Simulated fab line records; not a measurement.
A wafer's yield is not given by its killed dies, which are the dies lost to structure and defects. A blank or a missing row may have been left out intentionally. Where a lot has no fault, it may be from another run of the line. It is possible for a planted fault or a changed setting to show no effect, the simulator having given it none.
Struck lot and sound lot, side by side    flow n5_finfet    35 steps out of a route of 1938
Sound: these wafers, L361.3, L361.5, L361.6. Wafers L367.1, L367.4, L367.6 were the ones struck. The cause is given at the end.
Each step with rows lists, per side, the tool, then ch with its chambers, then its first start. Under that, the readings that differ: sound wafers    struck wafers    difference of the means    sigmas: that difference in standard deviations of wafers without a fault.
alike: readings with means less than 2 such deviations apart, plus words and numbers identical on both sides. not compared: withheld readings, readings lacking a value on some wafer, bounds such as >300 that could conceal the same value, and numbers that have no deviation in the record and whose values overlap.
A row with sigmas, a row that says differs or no value, or rows on one side alone: a step with any of these is where the two part. Numbers that have no deviation but don't overlap get no sigmas and don't part them. A reading that every wafer of one side lacks parts them only if that side has two wafers or more.

first, 9 steps without rows for these wafers: N5_STI_FIN_REVEAL_PRECLEAN_18 (cleans in SC2, time 45 s); N5_STI_FIN_REVEAL_SRD_28 (time 30 s); N5_DUMMY_GATE_PRECLEAN_00 (cleans in O3/DIW, time 60 s); N5_DUMMY_GATE_SRD_01 (time 30 s); N5_DUMMY_GATE_ALD_02 (deposits SiO2, target thk 2 nm, pulse time 1 s); N5_DUMMY_GATE_CVD_03 (deposits a-Si from SiH4, target thk 150 nm, time 8042 s); N5_DUMMY_GATE_PRECLEAN_46 (cleans in DIW, time 89.5 s); N5_DUMMY_GATE_SRD_47 (dry time 32 s); N5_DUMMY_GATE_CMP_04 (polishes a-Si).
N5_DUMMY_GATE_HM_DEP_06: deposits SiNx from DCS/NH3, target thk 80 nm, time 5141 s.
  sound on lpcvd-01 ch 0/75,0/84,0/89, day 5 09:42; struck on lpcvd-01 ch 1/65,1/79,1/89, day 6 20:54
reading                                         sound        struck             difference  sigmas
spike_tc_top_C (C)                              712 712 712  718 718 718        +6          +2
model.SiNx_of_DUMMY_GATE_HM_DEP_06.thk_nm (nm)  80 80 80.2   123.4 123.6 123.4  +43.4       
  alike: spike_tc_bottom_C
then, 24 steps without rows for these wafers: N5_DUMMY_GATE_PECVD_30 (deposits SiO2 from TEOS/O2, target thk 55 nm, time 10.8 s); N5_DUMMY_GATE_COAT_34 (time 60 s, resist thk 60 nm); N5_DUMMY_GATE_COAT_35 (time 60 s, resist thk 10 nm); N5_DUMMY_GATE_COAT_28 (time 60 s, resist thk 10 nm); N5_DUMMY_GATE_COAT_09 (resist thk 30 nm); N5_DUMMY_GATE_EBR_11; N5_DUMMY_GATE_SOFTBAKE_10 (time 60 s); N5_DUMMY_GATE_EXPOSE_12 (exposes mask GATE, target cd 25 nm); N5_DUMMY_GATE_PEB_13 (peb time 60 s); N5_DUMMY_GATE_DEVELOP_14 (develop time 30 s); N5_DUMMY_GATE_DESCUM_20 (chemistry O2, time 6.2 s); N5_DUMMY_GATE_ETCH_29 (etches underlayer in N2/H2, target depth 13 nm); N5_DUMMY_GATE_ETCH_36 (etches SiARC in CF4, target depth 13 nm); N5_DUMMY_GATE_ETCH_37 (etches SOC in N2/H2, target depth 60 nm, overetch 30 nm); N5_DUMMY_GATE_STRIP_38 (strips in N2/H2); N5_DUMMY_GATE_STRIP_39 (strips in N2/H2); N5_DUMMY_GATE_TRIM_49 (chemistry O2, time 29 s, target cd 14 nm); N5_DUMMY_GATE_STRIP_40 (strips in CF4); N5_DUMMY_GATE_ETCH_31 (etches SiO2 in C4F6/O2, target depth 82.5 nm, time 27.5 s); N5_DUMMY_GATE_STRIP_41 (strips in O2); N5_DUMMY_GATE_HM_OPEN_21 (chemistry CH3F/O2, target SiNx, target depth 120 nm, time 171.4 s); N5_DUMMY_GATE_ETCH_32 (etches SiO2 in CF4, target depth 3.5 nm, time 3.9 s); N5_DUMMY_GATE_ETCH_23 (etches poly-Si in HBr/Cl2/O2, target depth 41 nm, time 22.3 s); N5_DUMMY_GATE_ETCH_44 (etches poly-Si in HBr/O2, stops on SiO2, target depth 127.5 nm).
N5_ILD0_CMP_03: polishes, stops on SiNx, t overpolish 1.9 s, target thk 197.38 nm.
  sound on cmp-02 ch 0,1,3, day 6 06:37; struck on cmp-02 ch 2,3, day 7 16:31
reading                                         sound       struck             difference  sigmas
model.SiNx_of_DUMMY_GATE_HM_DEP_06.thk_nm (nm)  77 77 77.2  120.4 120.4 120.4  +43.3       
  alike: motor_current_A, overpolish_run_s, time_to_endpoint_s
  not compared: pad_life_wafers

WHERE THEY PART
Only at N5_DUMMY_GATE_HM_DEP_06, within this record. Later steps at which nothing parts them and some readings are alike: N5_ILD0_CMP_03.

WHY: the cause the simulator had injected
Process parameter drift: lpcvd-01, from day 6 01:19 on, at N5_DUMMY_GATE_HM_DEP_06. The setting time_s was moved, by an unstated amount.
